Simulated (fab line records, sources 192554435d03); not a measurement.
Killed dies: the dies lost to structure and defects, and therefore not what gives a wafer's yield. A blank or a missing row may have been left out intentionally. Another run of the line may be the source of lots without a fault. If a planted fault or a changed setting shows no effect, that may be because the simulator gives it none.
Comparing a struck lot with a sound one	flow n5-finfet	25 steps out of a route of 1938
Sound: wafers L527.1, L527.3, L527.5. The struck wafers were L531.2, L531.3, L531.6. At the end, the cause is stated.
At each step with rows: each side's tool, then ch and its chambers, then its first start. Under that, the readings that differ: sound wafers	struck wafers	difference of the means	sigmas: that difference in standard deviations of wafers without a fault.
alike: same words and numbers on both sides, and readings whose means sit less than 2 such deviations apart. not compared: any withheld reading, any reading some wafer has no value for, any bound like >300 that may hide the same value, and any number with overlapping values for which the record gives no deviation.
Wherever a step has rows on one side only, a row that says differs or no value, or a row with sigmas, the two part there. Non-overlapping numbers with no deviation appear without sigmas and do not part them. A reading missing from all wafers of one side parts the sides only when that side holds two or more wafers.

first, 11 steps without rows for these wafers: N5_BEOL_M11_CURE_72 (cures SiCOH lowk, time 120 s); N5_BEOL_M11_DEGAS_44 (time 60 s); N5_BEOL_M11_PRE_CLEAN_45 (time 30 s); N5_BEOL_M11_ALD_74 (deposits TaN, target thk 2 nm, pulse time 2 s, purge time 3 s); N5_BEOL_M11_SURFACE_TREAT_76; N5_BEOL_M11_CVD_75 (deposits Co from CCTBA/H2, target thk 2 nm, time 138.9 s); N5_BEOL_M11_SPUTTER_48 (material Cu, target thk 12 nm, time 2 s); N5_BEOL_M11_ECD_50 (material Cu, target thk 318 nm); N5_BEOL_M11_ANNEAL_51 (time 90 s); N5_BEOL_M11_CMP_52 (polishes, stops on SiCOH lowk, t overpolish 7 s, target thk 140 nm); N5_BEOL_M11_PRE_CLEAN_55 (time 15 s).
N5_BEOL_M11_DEP_56: deposits SiCN from 3MS/NH3, target thk 30 nm, time 10.5 s.
  sound on pecvd-04 ch 0,1,2, day 12 05:25; struck on pecvd-04 ch 0,1, day 13 07:23
  alike: showerhead-plenum-p-Torr, showerhead-vpp-V, throttle-valve-pct
N5_BEOL_M11_INSPECT_58: inspects for defects (darkfield).
  sound on defect-inspect-01 at day 12 05:30; struck on defect-inspect-01 at day 13 07:29
reading	sound	struck	difference	sigmas
raw-defect-count	63 83 82	663 692 671	+599	+21
then, 9 steps without rows for these wafers: N5_BEOL_M12_ILD_DEP_00 (deposits SiOC from DEMS/O2, target thk 658.92 nm, time 130.7 s); N5_BEOL_M12_COAT_58 (time 60 s, resist thk 89 nm); N5_BEOL_M12_COAT_04 (resist thk 400 nm); N5_BEOL_M12_EBR_06; N5_BEOL_M12_SOFTBAKE_05 (time 60 s); N5_BEOL_M12_EXPOSE_07 (exposes mask V11); N5_BEOL_M12_PEB_08 (peb time 90 s); N5_BEOL_M12_DEVELOP_09 (develop time 45 s); N5_BEOL_M12_HARDBAKE_14 (time 120 s).
N5_BEOL_M12_INSPECT_12: inspects for defects (macro).
  sound on defect-inspect-02 at day 12 06:09; struck on defect-inspect-02 at day 13 08:00
reading	sound	struck	difference	sigmas
raw-defect-count	2 1 1	>300 >300 >300	differs	
then, 1 step without rows for these wafers: N5_BEOL_M12_DESCUM_15 (chemistry O2, time 7.9 s).
N5_PASSIVATION_PROBE_49:
  sound on prober-02 at day 13 20:06; struck on prober-02 at day 14 18:26
reading	sound	struck	difference	sigmas
defect-limited-yield (%)	89.7 91.3 91.6	85.1 82.5 83.3	-7.2	-5
killed_at_M4_up	13 9 14	75 139 86	+88	+15
killed-dies	122 103 99	176 207 197	+85	+5
killed-on-rim	5 11 16	33 25 32	+19	+5
sort_bin_5_function (%)	5.3 5.0 4.5	8.5 11.5 10.0	+5.1	+5
sort-n-pass	1058 1077 1081	1004 973 983	-85	-5
sort-yield-pct (%)	89.7 91.3 91.6	85.1 82.5 83.3	-7.2	-5
  alike: killed_at_M0_to_M3, killed-at-contacts, killed-at-front-end, killed-at-other, killed-open, killed-short, sort_bin_6_memory

## WHERE THEY PART
Earliest at N5_BEOL_M11_INSPECT_58; latest, in this record, at N5_PASSIVATION_PROBE_49.

WHY: what had been put in by the simulator
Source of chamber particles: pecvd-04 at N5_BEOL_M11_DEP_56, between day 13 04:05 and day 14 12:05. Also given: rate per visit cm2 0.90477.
